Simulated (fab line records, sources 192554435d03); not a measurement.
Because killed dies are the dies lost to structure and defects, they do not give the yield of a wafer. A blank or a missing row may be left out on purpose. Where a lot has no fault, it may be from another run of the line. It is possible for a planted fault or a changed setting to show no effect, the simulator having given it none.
fab line records	flow n5-finfet
record lots=5	wafers=14	last-day=17
route steps=1938 shown BEOL_M11@1590 BEOL_M12@1602 PASSIVATION@1936
lots that met no fault: taken from a fault-free run of the same line
start-h: start of the lot's first displayed wafer, in hours after the record's first day	wait-h: time in hours since the lot's previous step	" same as the row above	L1.1+2: a row that stands for several wafers	- no value, or no start was given	* or withheld: withheld	< > ~ a bound
route shown NAME@n: a module of which the file shows steps, and the number in the route of the first	usual: mean/standard deviation of fault-free wafers	same: alike in all rows	chamber/n: place in a boat	sites: readings site by site	_std_site: the standard deviation of these	_edge_site: the outer-site mean with the inner-site mean subtracted	radius-mm: how far each site lies from the wafer's centre	mask NAME#n: copy n	behind: the tool/chamber that last shaped the wafer	hold: reason for holding the lot/hours on hold/outcome of the hold	device: the n, p or np transistor that did not switch	end of line: tests of these same wafers at the route's end	a step with no rows: only its recipe	killed: the dies lost at the first sort to structure and to defects; this is not the yield of the wafer	map: per-die view of a wafer (x killed, . not killed, _ where there is no die)
set.NAME: setting as actually run; set.NAME@STEP: the setting as run at that earlier step	model.NAME: the simulator's own value behind a step, which no gauge read
a table for each step, a row for each wafer; lots at some steps of the route
services: the hour from which a tool's chamber was out of use, counted from the record's first day as start-h (under 0 if before that day), plus the number of hours and why
## steps
# step N5_BEOL_M11_ALD_74
# recipe material=TaN	target-thk-a=20	temp-c=275	ald-precursor-family=PDMAT	ald-co-reactant=NH3	pressure-torr=3	carrier-flow-sccm=1500	pulse-time-s=2	purge-time-s=3	co-reactant-purge-time-s=2	co-reactant-pulse-time-s=3	ald-cycles=40	precursor-vessel-temp-c=75	precursor-vessel-pressure-torr=26.25	precursor-vessel-carrier-sccm=1000
# usual heater-power-w=437/33
lot.wafer	tool	chamber	start-h	wait-h	heater-power-w
L580.3	ald-metal-01	2	242.42	0.1	375
L580.4	"	1	"	"	476
L580.6	"	3	"	"	490
L582.1	ald-metal-03	3	248.16	0.0	390
L582.2	"	2	"	"	469
L582.4	"	1	"	"	386
L587.2	ald-metal-04	3	280.71	0.0	427
L587.4	"	1	"	"	468
L587.6	"	2	"	"	445
L595.2	ald-metal-04	2	325.00	0.3	442
L595.6	"	0	"	"	458
L602.2	ald-metal-04	2	367.54	0.0	448
L602.4	"	1	"	"	469
L602.5	"	1	"	"	464
# step N5_BEOL_M11_SURFACE_TREAT_76
# recipe gas=Ar	time-s=*	ion-energy-ev=*	ion-current-ma-cm2=0.5	pressure-mtorr=*	ar-flow-sccm=30
# step N5_BEOL_M11_CVD_75
# recipe material=Co	target-thk-a=20	temp-c=withheld	precursor=CCTBA/H2	pressure-torr=30	time-s=138.9
# step N5_BEOL_M11_SPUTTER_48
# recipe material=Cu	target-thk-a=120	temp-c=-20	bias-v=60	power-w=26000	chamber-pressure-pa=0.13	time-s=2
# step N5_BEOL_M11_ECD_50
# recipe material=Cu	target-thk-a=3180
# step N5_BEOL_M11_ANNEAL_51
# recipe temp-c=225	time-s=90	ambient=N2
# usual wafer_temp_C_max=225.65/0.23
lot.wafer	tool	chamber	start-h	wait-h	wafer_temp_C_max
L580.3	rtp-anneal-01	0	243.33	0.1	225.44
L580.4	"	0	"	"	225.62
L580.6	"	0	"	"	225.33
L582.1	rtp-anneal-02	0	249.04	0.2	225.76
L582.2	"	0	"	"	225.74
L582.4	"	0	"	"	225.94
L587.2	rtp-anneal-01	0	282.77	0.2	225.53
L587.4	"	0	"	"	225.31
L587.6	"	0	"	"	225.85
L595.2	rtp-anneal-01	0	326.19	0.1	225.54
L595.6	"	0	"	"	225.69
L602.2	rtp-anneal-02	0	368.48	0.2	226.10
L602.4	"	0	"	"	225.61
L602.5	"	0	"	"	225.73
# step N5_BEOL_M11_CMP_52
# recipe stop-on=SiCOH_lowk	t-overpolish-s=7	down-force-psi=1	platen-rpm=50	clearing-platen-down-force-psi=1.5	clearing-platen-rpm=50	post-cmp-clean=cu-alkaline	target-thk-nm=140	clearing-platen-pad-velocity-m-s=0.99484	pad-velocity-m-s=0.99484
# step N5_BEOL_M11_THK_MEAS_53
# recipe thk-meas-gauge=xrf	reads=Cu_of_BEOL_M11_ECD_50
# usual M11_THK=140.1/2.7
lot.wafer	tool	chamber	start-h	wait-h	M11_THK[nm]
L580.3	film-metro-01	-	243.83	-	137.6
L580.4	"	-	"	"	139.7
L580.6	"	-	"	"	138.5
L582.1	film-metro-01	-	249.63	-	135.2
L582.2	"	-	"	"	139.2
L582.4	"	-	"	"	137.1
L587.2	film-metro-01	-	283.32	-	136.8
L587.4	"	-	"	"	138.0
L587.6	"	-	"	"	138.5
L595.2	film-metro-01	-	326.74	-	139.1
L595.6	"	-	"	"	136.7
L602.2	film-metro-01	-	369.23	0.2	136.9
L602.4	"	-	"	"	139.8
L602.5	"	-	"	"	136.0
# step N5_BEOL_M11_PRE_CLEAN_55
# recipe gas=NH3	time-s=15	temp-c=withheld	rf-power-w=300
# step N5_BEOL_M11_DEP_56
# recipe material=SiCN	target-thk-a=300	temp-c=withheld	precursor=3MS/NH3	pressure-torr=3	rf-w=675	time-s=10.5
# usual showerhead-plenum-p-Torr=4.148/0.024	throttle-valve-pct=17.7/0.71
lot.wafer	tool	chamber	start-h	wait-h	showerhead-plenum-p-Torr	throttle-valve-pct
L580.3	pecvd-01	0	243.89	0.0	4.156	18.2
L580.4	"	0	"	"	4.146	18.0
L580.6	"	2	"	"	4.131	17.1
L582.1	pecvd-01	0	249.69	0.0	4.154	18.0
L582.2	"	2	"	"	4.130	17.3
L582.4	"	1	"	"	4.204	18.5
L587.2	pecvd-01	2	283.38	0.0	4.131	17.4
L587.4	"	1	"	"	4.205	18.4
L587.6	"	0	"	"	4.142	18.1
L595.2	pecvd-01	0	326.80	0.0	4.148	17.9
L595.6	"	1	"	"	4.197	18.3
L602.2	pecvd-04	0	369.29	0.0	4.143	17.4
L602.4	"	1	"	"	4.149	16.7
L602.5	"	0	"	"	4.141	17.7
# step N5_BEOL_M11_RS_MEAS_57
# recipe thk-meas-gauge=four-point-probe	reads=Cu_of_BEOL_M11_ECD_50+Co_of_BEOL_M11_CVD_75+TaN_of_BEOL_M11_ALD_74
# usual M11_RS=0.151/0.0031
lot.wafer	tool	chamber	start-h	wait-h	M11_RS[ohm/sq]
L580.3	film-metro-02	-	243.95	0.0	0.153
L580.4	"	-	"	"	0.152
L580.6	"	-	"	"	0.153
L582.1	film-metro-02	-	249.76	0.0	0.157
L582.2	"	-	"	"	0.152
L582.4	"	-	"	"	0.155
L587.2	film-metro-02	-	283.44	0.0	0.155
L587.4	"	-	"	"	0.153
L587.6	"	-	"	"	0.152
L595.2	film-metro-01	-	326.86	0.0	0.153
L595.6	"	-	"	"	0.156
L602.2	film-metro-01	-	369.36	0.0	0.157
L602.4	"	-	"	"	0.151
L602.5	"	-	"	"	0.156
# step N5_BEOL_M11_INSPECT_58
# recipe inspect-instrument=darkfield	mode=post-dep
# usual raw-defect-count=69/27
lot.wafer	tool	chamber	start-h	wait-h	raw-defect-count
L580.3	defect-inspect-02	-	243.98	0.0	66
L580.4	"	-	"	"	80
L580.6	"	-	"	"	54
L582.1	defect-inspect-02	-	249.78	0.0	80
L582.2	"	-	"	"	78
L582.4	"	-	"	"	67
L587.2	defect-inspect-01	-	283.47	0.0	82
L587.4	"	-	"	"	125
L587.6	"	-	"	"	101
L595.2	defect-inspect-02	-	326.89	0.0	27
L595.6	"	-	"	"	44
L602.2	defect-inspect-02	-	369.38	0.0	124
L602.4	"	-	"	"	51
L602.5	"	-	"	"	64
# step N5_BEOL_M12_ILD_DEP_00
# recipe material=SiOC	target-thk-a=6589.2	temp-c=350	precursor=DEMS/O2	pressure-torr=5	rf-w=500	time-s=130.7
# usual heater-power-w=474/60	run-length-s=175.2/0.6	showerhead-plenum-p-Torr=5.693/0.018	throttle-valve-pct=12.1/0.65
lot.wafer	tool	chamber	start-h	wait-h	heater-power-w	run-length-s	showerhead-plenum-p-Torr	throttle-valve-pct	model.SiOC_of_BEOL_M12_ILD_DEP_00.thk-nm
L580.3	pecvd-03	0	244.02	0.0	577	174.2	5.701	12.2	659.8
L580.4	"	1	"	"	469	174.7	5.719	13.0	665.2
L580.6	"	2	"	"	502	174.8	5.684	11.3	660.8
L582.1	pecvd-03	2	249.82	0.0	508	174.8	5.664	11.4	644.2
L582.2	"	1	"	"	448	174.9	5.694	13.2	649.6
L582.4	"	0	"	"	581	174.2	5.701	12.3	664.2
L587.2	pecvd-02	1	283.50	0.0	447	175.7	5.726	12.4	657.4
L587.4	"	0	"	"	528	175.3	5.663	12.3	674.8
L587.6	"	2	"	"	372	175.4	5.688	11.1	661.8
L595.2	pecvd-03	0	326.92	0.0	600	174.4	5.682	12.3	650.4
L595.6	"	2	"	"	522	123.9	5.667	11.2	396
L602.2	pecvd-02	1	369.42	0.0	391	176.7	5.699	12.6	666.2
L602.4	"	1	"	"	407	176.4	5.715	12.8	669.4
L602.5	"	2	"	"	414	175.6	5.677	11.5	673.6
# step N5_BEOL_M12_THK_MEAS_01
# recipe reads=SiOC_of_BEOL_M12_ILD_DEP_00
# usual M12_ILD_THK=657/8.9
lot.wafer	tool	chamber	start-h	wait-h	M12_ILD_THK[nm]
L580.3	film-metro-02	-	244.15	0.1	660
L580.4	"	-	"	"	665
L580.6	"	-	"	"	661
L582.1	film-metro-02	-	249.95	0.1	644
L582.2	"	-	"	"	649
L582.4	"	-	"	"	664
L587.2	film-metro-02	-	283.64	0.1	657
L587.4	"	-	"	"	675
L587.6	"	-	"	"	662
L595.2	film-metro-02	-	327.06	0.1	650
L595.6	"	-	"	"	396
L602.2	film-metro-02	-	369.55	0.1	666
L602.4	"	-	"	"	670
L602.5	"	-	"	"	674
# step N5_BEOL_M12_COAT_58
# recipe resist=BARC	temp-c=205	time-s=60	spin-rpm=1500	resist-thk-nm=89
# step N5_BEOL_M12_COAT_04
# recipe spin-rpm=1625	resist-thk-nm=400
# step N5_BEOL_M12_EBR_06
# recipe solvent=PGMEA	ebr-width-mm=1.5
# step N5_BEOL_M12_SOFTBAKE_05
# recipe temp-c=130	time-s=60
# step N5_BEOL_M12_EXPOSE_07
# recipe mask-id=V11	na=0.93	source-shape=conventional	sigma-outer=0.6	polarization=unpolarized	attpsm-phase-deg=180	dose-mj=32.5
# step N5_BEOL_M12_PEB_08
# recipe peb-temp-c=130	peb-time-s=90
# step N5_BEOL_M12_DEVELOP_09
# recipe develop-time-s=45	rinse-liquid=diw	dry=air-spin	dev-temp-c=21
# step N5_BEOL_M12_HARDBAKE_14
# recipe temp-c=130	time-s=120
# step N5_BEOL_M12_CD_MEAS_10
# recipe target-cd-nm=140	landing-energy-ev=500	detector=se-inlens	polarity=opening
# usual cd-nm=140.2/1.6
lot.wafer	tool	chamber	start-h	wait-h	cd-nm
L580.3	cd-sem-02	0	244.58	-	139.4
L580.4	"	0	"	"	138.6
L580.6	"	0	"	"	138.2
L582.1	cd-sem-03	0	250.38	-	138.6
L582.2	"	0	"	"	137.9
L582.4	"	0	"	"	137.0
L587.2	cd-sem-01	0	283.94	-	138.9
L587.4	"	0	"	"	139.5
L587.6	"	0	"	"	137.1
L595.2	cd-sem-02	0	327.36	-	142.1
L595.6	"	0	"	"	142.8
L602.2	cd-sem-02	0	369.98	-	141.6
L602.4	"	0	"	"	141.9
L602.5	"	0	"	"	139.9
# step N5_BEOL_M12_OVL_MEAS_11
# recipe points-per-wafer=44
# usual V11_OVL=-2/5.4
lot.wafer	tool	chamber	start-h	wait-h	V11_OVL[nm]
L580.3	overlay-02	0	244.61	0.0	-6
L580.4	"	0	"	"	-3
L580.6	"	0	"	"	-8
L582.1	overlay-01	0	250.41	0.0	-4
L582.2	"	0	"	"	-11
L582.4	"	0	"	"	0
L587.2	overlay-01	0	283.97	0.0	-3
L587.4	"	0	"	"	-2
L587.6	"	0	"	"	2
L595.2	overlay-01	0	327.39	0.0	-10
L595.6	"	0	"	"	-15
L602.2	overlay-02	0	370.01	0.0	-12
L602.4	"	0	"	"	-4
L602.5	"	0	"	"	-6
# step N5_BEOL_M12_INSPECT_12
# recipe mode=adi	inspect-instrument=macro
# usual raw-defect-count=2.0/1.4
lot.wafer	tool	chamber	start-h	wait-h	raw-defect-count
L580.3	defect-inspect-01	-	244.63	0.0	2
L580.4	"	-	"	"	1
L580.6	"	-	"	"	0
L582.1	defect-inspect-02	-	250.43	0.0	1
L582.2	"	-	"	"	4
L582.4	"	-	"	"	2
L587.2	defect-inspect-01	-	283.99	0.0	5
L587.4	"	-	"	"	0
L587.6	"	-	"	"	3
L595.2	defect-inspect-02	-	327.41	0.0	4
L595.6	"	-	"	"	4
L602.2	defect-inspect-02	-	370.04	0.0	1
L602.4	"	-	"	"	1
L602.5	"	-	"	"	3
# step N5_BEOL_M12_DESCUM_15
# recipe chemistry=O2	time-s=7.9	source-power-w=50	bias-power-w=20	pressure-mtorr=20	rf-frequency-hz=2.712e+07	temp-c=40	o2-flow-sccm=225
# usual drypump-motor-current-A=5.7/0.43	oes-product-au=0.78/0.079	rf-vpp-V=243.4/1.6	showerhead-plenum-p-Torr=2.11/0.081	throttle-valve-pct=20.43/0.23
lot.wafer	tool	chamber	start-h	wait-h	drypump-motor-current-A	oes-product-au	rf-hours-counter-h	rf-vpp-V	showerhead-plenum-p-Torr	throttle-valve-pct
L580.3	rie-diel-01	0	245.51	0.9	5.7	0.72	207	241.4	1.98	20.62
L580.4	"	3	"	"	6.2	0.74	-	243.5	2.18	20.45
L580.6	"	1	"	"	5.6	0.82	-	246.2	2.19	20.19
L582.1	rie-diel-01	1	251.24	0.8	5.6	0.81	85	244.2	2.19	20.19
L582.2	"	0	"	"	5.6	0.71	212	242.0	1.98	20.65
L582.4	"	1	"	"	5.6	0.80	-	245.6	2.19	20.19
L587.2	rie-diel-02	2	284.03	0.0	6.1	0.75	144	245.3	2.19	20.38
L587.4	"	0	"	"	5.5	0.91	-	246.1	2.22	20.07
L587.6	"	2	"	"	6.1	0.76	-	244.5	2.19	20.37
L595.2	rie-diel-01	2	327.45	0.0	5.0	0.91	20	243.9	2.14	20.41
L595.6	"	3	"	"	6.2	0.73	-	243.2	2.17	20.50
L602.2	rie-diel-06	2	370.07	0.0	5.4	0.68	248	244.3	2.14	20.93
L602.4	"	0	"	"	5.7	0.82	-	243.4	2.02	20.32
L602.5	"	1	"	"	5.0	0.82	-	242.5	2.02	20.24
# step N5_BEOL_M12_ETCH_59
# recipe chemistry=N2/H2	target=BARC	target-depth-a=890	overetch-a=267	time-s=67.9	ion-energy-ev=200	pressure-mtorr=30	source-w=840	bias-w=150	n2-flow-sccm=200	h2-flow-sccm=200
# usual drypump-motor-current-A=5.7/0.44	oes-product-au=0.67/0.062	rf-vpp-V=524.5/2.8	showerhead-plenum-p-Torr=2.57/0.098	throttle-valve-pct=17.91/0.26
lot.wafer	tool	chamber	start-h	wait-h	drypump-motor-current-A	oes-product-au	rf-hours-counter-h	rf-vpp-V	showerhead-plenum-p-Torr	throttle-valve-pct
L580.3	rie-diel-01	0	245.55	0.0	5.6	0.62	207	522.4	2.41	18.17
L580.4	"	3	"	"	6.2	0.64	-	526.2	2.65	17.95
L580.6	"	1	"	"	5.6	0.70	-	526.8	2.68	17.69
L582.1	rie-diel-01	1	251.28	0.0	5.6	0.69	85	527.6	2.68	17.68
L582.2	"	0	"	"	5.7	0.61	212	520.0	2.41	18.16
L582.4	"	1	"	"	5.6	0.70	-	527.9	2.68	17.68
L587.2	rie-diel-02	2	284.06	0.0	6.1	0.64	144	526.9	2.65	17.77
L587.4	"	0	"	"	5.5	0.77	-	529.2	2.70	17.59
L587.6	"	2	"	"	6.1	0.64	-	526.7	2.65	17.77
L595.2	rie-diel-01	2	327.48	0.0	5.1	0.78	20	524.0	2.60	17.86
L595.6	"	3	"	"	6.2	0.62	-	526.9	2.63	17.99
L602.2	rie-diel-06	2	370.11	0.0	5.5	0.59	248	526.4	2.60	18.39
L602.4	"	0	"	"	5.7	0.70	-	521.5	2.46	17.79
L602.5	"	1	"	"	5.0	0.70	-	522.1	2.45	17.66
# step N5_BEOL_M12_VIA_ETCH_16
# recipe chemistry=C4F8/O2/Ar	target=SiOC	pressure-mtorr=30	source-w=3000	bias-w=700	Ar_flow_sccm=400	C4F8_flow_sccm=15	O2_flow_sccm=8	he-inner-torr=15	he-outer-torr=30	target-depth-a=7248	time-s=withheld	ion-energy-ev=250	ends=cleared
# usual drypump-motor-current-A=5.7/0.44	oes-product-au=0.70/0.071	rf-vpp-V=666/3.5	showerhead-plenum-p-Torr=3.45/0.12	throttle-valve-pct=24.21/0.22
lot.wafer	tool	chamber	start-h	wait-h	drypump-motor-current-A	oes-product-au	rf-vpp-V	showerhead-plenum-p-Torr	throttle-valve-pct	model.etch.depth-nm	model.coat_of_BEOL_M12_COAT_04.thk-nm
L580.3	rie-diel-01	0	245.60	0.0	5.7	0.64	661	3.27	24.50	659.9	124.6
L580.4	"	3	"	"	6.2	0.66	669	3.53	24.15	665.2	122
L580.6	"	1	"	"	5.6	0.73	671	3.58	24.01	660.7	123.4
L582.1	rie-diel-01	1	251.33	0.0	5.6	0.73	670	3.58	24.01	644.2	129
L582.2	"	0	"	"	5.7	0.64	661	3.27	24.51	649.6	128.8
L582.4	"	1	"	"	5.6	0.73	671	3.58	23.99	664.2	121.4
L587.2	rie-diel-02	2	284.11	0.0	6.1	0.67	669	3.56	24.11	657.5	123.4
L587.4	"	0	"	"	5.5	0.80	671	3.62	23.91	674.8	116.4
L587.6	"	2	"	"	6.1	0.67	670	3.56	24.12	661.8	121.4
L595.2	rie-diel-01	2	327.53	0.0	5.1	0.84	667	3.49	24.22	650.4	124.4
L595.6	"	3	"	"	6.2	0.65	670	3.52	24.18	395.9	199.6
L602.2	rie-diel-06	2	370.16	0.0	5.4	0.62	670	3.49	24.65	666.3	122.2
L602.4	"	0	"	"	5.7	0.74	662	3.31	24.08	669.4	121.8
L602.5	"	1	"	"	5.0	0.73	662	3.32	24.13	673.6	121.4
# step N5_BEOL_M12_STRIP_63
# recipe chemistry=N2/H2	power-w=1000	temp-c=250	h2-frac=0.65	overash-fraction=0.3	pressure-mtorr=1000	n2-flow-sccm=1750	h2-flow-sccm=3250
# usual drypump-motor-current-A=5.8/0.45	heater-power-w=329/29	oes-product-au=0.693/0.0049	strip-time-to-endpoint-s=42.6/0.85
lot.wafer	tool	chamber	start-h	wait-h	drypump-motor-current-A	heater-power-w	oes-product-au	rf-hours-counter-h	strip-time-to-endpoint-s
L580.3	plasma-asher-02	1	245.82	-	5.3	361	0.692	-	42.9
L580.4	"	0	"	"	5.9	321	0.693	-	42.2
L580.6	"	0	"	"	5.9	316	0.690	-	42.6
L582.1	plasma-asher-02	1	251.53	-	5.3	360	0.697	127	44.1
L582.2	"	0	"	"	5.9	323	0.696	127	44.1
L582.4	"	0	"	"	5.9	325	0.693	-	42.1
L587.2	plasma-asher-02	0	284.31	-	5.9	329	0.694	133	42.6
L587.4	"	0	"	"	5.9	317	0.691	-	40.7
L587.6	"	1	"	"	5.3	364	0.694	-	42.0
L595.2	plasma-asher-01	1	327.73	-	5.8	331	0.692	81	42.8
L595.6	"	1	"	"	5.8	325	0.782	-	62.5
L602.2	plasma-asher-02	0	370.36	-	5.9	323	0.694	148	42.3
L602.4	"	1	"	"	5.3	366	0.692	-	42.2
L602.5	"	0	"	"	5.9	334	0.685	-	42.1
# step N5_BEOL_M12_STRIP_64
# recipe chemistry=N2/H2	power-w=1000	temp-c=250	h2-frac=0.65	overash-fraction=0.3	pressure-mtorr=withheld	n2-flow-sccm=1750	h2-flow-sccm=3250
# step N5_BEOL_M12_STRIP_71
# recipe chemistry=post-etch-residue-remover	time-s=60	temp-c=25	remover-ph=withheld	remover-water-wt-pct=withheld	remover-fluoride-wt-pct=withheld
# step N5_BEOL_M12_SRD_72
# recipe time-s=30	temp-c=23	rinse-liquid=diw	dry=n2-spin	spin-rpm=1500	dry-time-s=30
# step N5_BEOL_M12_CD_MEAS_17
# recipe target-cd-nm=140	polarity=opening
# usual cd-nm=140.4/1.7
lot.wafer	tool	chamber	start-h	wait-h	cd-nm
L580.3	cd-sem-03	-	246.01	0.0	138.9
L580.4	"	-	"	"	139.0
L580.6	"	-	"	"	138.4
L582.1	cd-sem-03	-	251.73	0.0	138.8
L582.2	"	-	"	"	138.5
L582.4	"	-	"	"	136.8
L587.2	cd-sem-01	-	284.52	0.0	140.8
L587.4	"	-	"	"	139.2
L587.6	"	-	"	"	137.5
L595.2	cd-sem-01	-	327.95	0.0	142.5
L595.6	"	-	"	"	140.3
L602.2	cd-sem-02	-	370.56	0.0	143.1
L602.4	"	-	"	"	141.7
L602.5	"	-	"	"	140.4
# step N5_BEOL_M12_COAT_65
# recipe resist=SOC	temp-c=250	time-s=60	spin-rpm=1500	resist-thk-nm=300
# step N5_BEOL_M12_COAT_66
# recipe resist=SiARC	temp-c=220	time-s=60	spin-rpm=1500	resist-thk-nm=110
# step N5_BEOL_M12_COAT_22
# recipe spin-rpm=2888	resist-thk-nm=300
# step N5_BEOL_M12_EBR_24
# recipe solvent=PGMEA	ebr-width-mm=1.5
# step N5_BEOL_M12_SOFTBAKE_23
# recipe temp-c=130	time-s=60
# step N5_BEOL_M12_EXPOSE_25
# recipe mask-id=M12	na=0.93	source-shape=conventional	sigma-outer=0.4	polarization=unpolarized	dose-mj=21.8
# step N5_BEOL_M12_PEB_26
# recipe peb-temp-c=130	peb-time-s=90
# step N5_BEOL_M12_DEVELOP_27
# recipe develop-time-s=45	rinse-liquid=diw	dry=air-spin	dev-temp-c=21
# step N5_BEOL_M12_HARDBAKE_32
# recipe temp-c=130	time-s=120
# step N5_BEOL_M12_CMP_49
# recipe stop-on=SiOC	t-overpolish-s=20.6	down-force-psi=1	platen-rpm=50	clearing-platen-down-force-psi=1.5	clearing-platen-rpm=50	post-cmp-clean=cu-alkaline	target-thk-nm=320	clearing-platen-pad-velocity-m-s=0.99484	pad-velocity-m-s=0.99484
# usual motor-current-A=6.3/0.55	platen-rpm=50.00/0.034
lot.wafer	tool	chamber	start-h	wait-h	motor-current-A	platen-rpm	model.SiOC_of_BEOL_M12_ILD_DEP_00.thk-nm
L580.3	cmp-03	1	249.07	0.2	6.6	50.04	600.2
L580.4	"	2	"	"	7.3	50.01	606
L580.6	"	1	"	"	6.2	50.02	600.8
L582.1	cmp-02	3	257.49	0.3	5.4	50.03	585.6
L582.4	"	0	"	"	5.7	49.94	605.4
L582.2	"	1	"	"	6.6	49.91	590
L587.4	cmp-02	0	286.87	0.2	6.1	49.94	615.8
L587.2	"	1	"	"	6.7	50.06	598.6
L587.6	"	3	"	"	5.4	49.98	602.2
L595.2	cmp-04	0	331.94	0.3	6.7	50.01	590.2
L595.6	"	0	"	"	6.7	49.92	334.6
L602.4	cmp-03	3	372.94	0.1	6.3	50.00	610.6
L602.2	"	1	"	"	6.5	49.94	607.2
L602.5	"	0	"	"	5.7	49.95	613.6
# step N5_PASSIVATION_PROBE_49
# usual defect-limited-yield=91.2/1.4	killed_at_M0_to_M3=34/9.4	killed_at_M4_up=13/5.8	killed-at-contacts=13/6.4	killed-at-front-end=41/11	killed-at-other=3.1/2.3	killed-dies=103/16	killed-open=69/12	killed-short=33/7.8	sort_bin_5_function=5.1/0.91	sort_bin_6_memory=3.3/0.63	sort-n-pass=1077/16	sort-yield-pct=91.2/1.4
# same gross-dies=1180	killed-at-back-side=0	sort_bin_4_leakage[%]=0	sort_bin_8_speed[%]=0
lot.wafer	tool	chamber	start-h	wait-h	defect-limited-yield[%]	killed_at_M0_to_M3	killed_at_M4_up	killed-at-contacts	killed-at-front-end	killed-at-other	killed-dies	killed-open	killed-short	sort_bin_5_function[%]	sort_bin_6_memory[%]	sort-n-pass	sort-yield-pct[%]
L595.2	prober-01	-	362.12	0.1	92.0	28	6	24	29	7	94	58	36	4.5	3.1	1086	92.0
# killed by level:class
L595.2 MOL_CONTACT_COAG:geometric-particle:open=19 BEOL_M0_SAQP:geometric-particle:short=9 STI_FIN_REVEAL:geometric-particle:open=6 BEOL_M0_SAQP:geometric-particle:open=6 DUMMY_GATE:geometric-particle:open=5 MOL_CONTACT_COAG:geometric-particle:short=5 BEOL_M5:geometric-particle:short=5 FIN_SAQP:geometric-particle:open=4
## services
tool	chamber	start-h	hours	kind
cmp-04	-	220.43	0.9	repair
pecvd-02	-	227.83	0.8	repair
pecvd-04	2	239.49	10.0	repair
rie-diel-02	-	241.53	15.6	pm
cmp-02	-	247.72	1.5	repair
cmp-02	-	263.21	4.0	pm
ald-metal-04	-	264.02	2.8	pm
ald-metal-01	0	264.08	25.0	repair
rie-diel-06	1	266.28	23.2	repair
pecvd-03	-	275.77	0.4	repair
pecvd-03	-	280.65	5.5	pm
cmp-03	-	282.73	4.0	pm
ald-metal-03	-	290.88	8.7	pm
plasma-asher-02	-	300.94	4.3	pm
pecvd-01	0	308.57	10.3	repair
cmp-03	-	310.68	2.1	pm
cmp-03	-	321.71	1.7	repair
pecvd-04	-	324.79	6.0	pm
plasma-asher-02	-	328.43	4.1	repair
cmp-02	-	330.03	11.7	pm
pecvd-01	-	334.76	2.8	pm
ald-metal-03	-	337.25	14.0	pm
rie-diel-06	3	353.66	29.7	repair
rie-diel-06	1	363.58	4.0	repair
## key
first-sign step=N5_BEOL_M12_ILD_DEP_00	reading=run-length-s	direction=down	sigmas=85	usual=*	struck=*
effect step=N5_BEOL_M12_THK_MEAS_01	reading=M12_ILD_THK	direction=down	sigmas=30	usual=657	struck=396
effect step=N5_BEOL_M12_STRIP_63	reading=strip-time-to-endpoint-s	direction=up	sigmas=23	usual=*	struck=*
model-effect step=N5_BEOL_M12_ILD_DEP_00	value=SiOC_of_BEOL_M12_ILD_DEP_00.thk-nm	without=655.4	struck=396
model-effect step=N5_BEOL_M12_VIA_ETCH_16	value=etch.depth-nm	without=655.3	struck=395.9
model-effect step=N5_BEOL_M12_CMP_49	value=SiOC_of_BEOL_M12_ILD_DEP_00.thk-nm	without=594	struck=334.6
met-at N5_BEOL_M12_ILD_DEP_00
struck-wafers L595.6
onset-between 249.82 326.92
fault kind=process-parameter-drift	tool=pecvd-03	chamber=-	onset-h=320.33	steps=N5_BEOL_M12_ILD_DEP_00	channel=time-s	offset=*	shape=step	end-h=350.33	scope=struck-wafers-only	acts-in=*	stated=*
